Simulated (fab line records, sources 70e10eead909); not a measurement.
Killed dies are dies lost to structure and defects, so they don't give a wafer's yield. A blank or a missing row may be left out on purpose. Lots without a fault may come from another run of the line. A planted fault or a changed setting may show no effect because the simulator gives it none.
A struck lot beside a sound one | flow nand_harc | 15 steps out of a route of 1159
Sound: wafers L877.1, L877.2, L877.6. Struck: wafers L874.1, L874.2, L874.5. The cause comes at the end.
At each step with rows: each side's tool, then ch and its chambers, then its first start. Under that, the readings that differ: sound wafers | struck wafers | difference of the means | sigmas: that difference in standard deviations of wafers without a fault.
alike: readings whose means differ by less than 2 such deviations, and words and numbers that are the same on both sides. not compared: withheld readings, readings that some wafer has no value for, bounds like >300 that may hide the same value, and numbers for which the record gives no deviation and whose values overlap.
The two part at a step that has a row with sigmas, a row that says differs or no value, or rows on one side only. Numbers that don't overlap but have no deviation are shown without sigmas and don't part them. A reading that every wafer of one side lacks parts them only if that side has two wafers or more.

first, 3 steps without rows for these wafers: NHARC_A_CONTACT_EXPOSE_66 (exposes mask A CC 2); NHARC_A_CONTACT_PEB_67 (peb time 65 s); NHARC_A_CONTACT_DEVELOP_68 (develop time 35 s).
NHARC_A_CONTACT_CD_MEAS_69: target cd 200 nm.
  sound on cd_sem-02 ch 0, day 20 09:55; struck on cd_sem-01 ch 0, day 20 04:47
  alike: cd_nm
NHARC_A_CONTACT_OVL_MEAS_70:
  sound on overlay-01, day 20 10:00; struck on overlay-02, day 20 04:52
  alike: overlay_x_nm, overlay_y_nm
NHARC_A_CONTACT_INSPECT_71:
  sound on defect_inspect-02, day 20 10:02; struck on defect_inspect-02, day 20 04:54
  reading          | sound    | struck   | difference | sigmas
  raw_defect_count | 12 18 10 | 55 56 53 | +41        | +2
NHARC_A_CONTACT_DESCUM_74: chemistry O2, time 3 s.
  sound on rie_diel-05 ch 0,1, day 20 10:05; struck on rie_diel-05 ch 1,2,3, day 20 04:59
  alike: drypump_motor_current_A, oes_product_au, rf_vpp_V, showerhead_plenum_p_Torr, throttle_valve_pct
  not compared: rf_hours_counter_h
NHARC_A_CONTACT_ETCH_75: etches the open film in CF4, target depth 39 nm, time 65 s.
  sound on rie_diel-05 ch 0,3, day 20 10:11; struck on rie_diel-05 ch 0,2,3, day 20 05:03
  alike: bias_w, cf4_flow_sccm, drypump_motor_current_A, oes_product_au, rf_vpp_V, showerhead_plenum_p_Torr, throttle_valve_pct
  not compared: rf_hours_counter_h
NHARC_A_CONTACT_ETCH_76: etches the open film in N2/H2, target depth 260 nm, time 475.3 s.
  sound on rie_diel-05 ch 0,2; struck on rie_diel-05 ch 0,2,3
  alike: bias_w, chamber_pressure_mTorr, drypump_motor_current_A, oes_product_au, rf_vpp_V, showerhead_plenum_p_Torr, throttle_valve_pct
  not compared: rf_hours_counter_h
then, 1 step without rows for these wafers: NHARC_A_CONTACT_ETCH_77 (etches the open film in CF4/CHF3, target depth 72.6 nm, time 36.3 s).
NHARC_A_CONTACT_ETCH_78: etches the open film in O2/COS, target depth 2800 nm, time 728 s.
  sound on rie_diel-05 ch 0,1; struck on rie_diel-05 ch 1,2,3
  alike: bias_w, chamber_pressure_mTorr, cos_flow_sccm, drypump_motor_current_A, oes_product_au, rf_vpp_V, showerhead_plenum_p_Torr, throttle_valve_pct
  not compared: rf_hours_counter_h
NHARC_A_CONTACT_ETCH_124: etches the open film in C4F8/O2/Ar, time 140 s, target depth 700 nm.
  sound on har_cap_etch-01 ch 0,1, day 20 11:13; struck on har_cap_etch-03 ch 0,1, day 20 06:05
  alike: chamber_pressure_mTorr, oes_air_line_au
  not compared: rf_hours_counter_h
NHARC_A_CONTACT_ETCH_125: etches the open film in C4F8/O2/Ar, time 155 s, target depth 956 nm.
  sound on har_cap_etch-01 ch 0,1, day 20 11:25; struck on har_cap_etch-03 ch 0,1, day 20 06:17
  no value came back on the struck wafers for chamber_pressure_mTorr (mTorr), oes_air_line_au (a.u.); on the sound wafers chamber_pressure_mTorr (mTorr) reads 20.021 20.014 20.014
  not compared: rf_hours_counter_h
then, 1 step without rows for these wafers: NHARC_A_CONTACT_ETCH_126 (etches the open film in C4F8/O2/Ar, time 155 s, target depth 956 nm).
-- the record jumps here: 3 days lie between the struck wafers' starts before and after (it left off in module A_CONTACT and takes up again in module END, whose first step shown is number 1159 of the route) --
NHARC_END_SORT_01:
  the record has rows for the struck wafers here (prober-02 ch 0, day 22 20:29) and none for the sound ones

WHERE THEY PART
First at NHARC_A_CONTACT_INSPECT_71; last, within this record, at NHARC_END_SORT_01.

WHY: what the simulator had put in
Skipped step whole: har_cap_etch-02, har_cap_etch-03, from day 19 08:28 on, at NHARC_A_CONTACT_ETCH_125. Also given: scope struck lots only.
